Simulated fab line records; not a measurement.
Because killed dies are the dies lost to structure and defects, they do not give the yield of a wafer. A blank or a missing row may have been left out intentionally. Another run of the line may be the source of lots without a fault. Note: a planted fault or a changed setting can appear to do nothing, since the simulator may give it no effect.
Chamber matching || flow n5Finfet || N5_FIN_SAQP_SPACER2_ETCHBACK_29 on rieDiel-01: 4 sister chambers
The step etches SiO2 in CHF3/O2, target depth 12.2 nm, time 6.1 s. 8 wafers are shown with their chamber, then 8 later ones without.

## WAFERS WITH THEIR CHAMBER
{"wafer": "L085.2", "chamber": 0, "throttleValvePct (%)": 18.43, "oesProductAu (a.u.)": 0.93}
{"wafer": "L085.3", "chamber": 3, "throttleValvePct (%)": 19.05, "oesProductAu (a.u.)": 0.76}
{"wafer": "L088.2", "chamber": 1, "throttleValvePct (%)": 18.96, "oesProductAu (a.u.)": 0.70}
{"wafer": "L088.4", "chamber": 0, "throttleValvePct (%)": 18.43, "oesProductAu (a.u.)": 0.92}
{"wafer": "L090.1", "chamber": 2, "throttleValvePct (%)": 19.33, "oesProductAu (a.u.)": 0.68}
{"wafer": "L090.2", "chamber": 1, "throttleValvePct (%)": 18.97, "oesProductAu (a.u.)": 0.70}
{"wafer": "L090.6", "chamber": 3, "throttleValvePct (%)": 19.08, "oesProductAu (a.u.)": 0.75}
{"wafer": "L091.1", "chamber": 2, "throttleValvePct (%)": 19.34, "oesProductAu (a.u.)": 0.67}

## WAFERS WITHOUT THEIR CHAMBER
{"wafer": "L091.4", "throttleValvePct (%)": 19.34, "oesProductAu (a.u.)": 0.67}
{"wafer": "L091.6", "throttleValvePct (%)": 18.46, "oesProductAu (a.u.)": 0.89}
{"wafer": "L094.1", "throttleValvePct (%)": 18.96, "oesProductAu (a.u.)": 0.70}
{"wafer": "L094.5", "throttleValvePct (%)": 18.97, "oesProductAu (a.u.)": 0.70}
{"wafer": "L094.6", "throttleValvePct (%)": 19.10, "oesProductAu (a.u.)": 0.75}
{"wafer": "L097.1", "throttleValvePct (%)": 19.11, "oesProductAu (a.u.)": 0.74}
{"wafer": "L097.2", "throttleValvePct (%)": 18.47, "oesProductAu (a.u.)": 0.87}
{"wafer": "L097.4", "throttleValvePct (%)": 18.98, "oesProductAu (a.u.)": 0.69}

## THE CHAMBER EACH PASSED THROUGH
{"wafer": "L091.4", "from the rows above": 2, "in truth": 2}
{"wafer": "L091.6", "from the rows above": 0, "in truth": 0}
{"wafer": "L094.1", "from the rows above": 1, "in truth": 1}
{"wafer": "L094.5", "from the rows above": 1, "in truth": 1}
{"wafer": "L094.6", "from the rows above": 3, "in truth": 3}
{"wafer": "L097.1", "from the rows above": 3, "in truth": 3}
{"wafer": "L097.2", "from the rows above": 0, "in truth": 0}
{"wafer": "L097.4", "from the rows above": 1, "in truth": 1}
Correct placement for 8 of the 8. From these rows, 0 cannot be placed. 0 placed wrongly.
How it was worked out, from the rows above alone: a wafer's distance from a chamber is the root of the sum, over the readings, of the square of ((its reading less the chamber's mean) divided by the reading's scatter). The wafer belongs to the nearest chamber; if the next one is less than 2 further off, it can't be placed. Each chamber's mean is taken over the wafers shown for it. How the scatter is found: for the shown wafers, subtract from each reading the mean of its chamber, square and add these, divide the total by (wafers less chambers), then take the root.
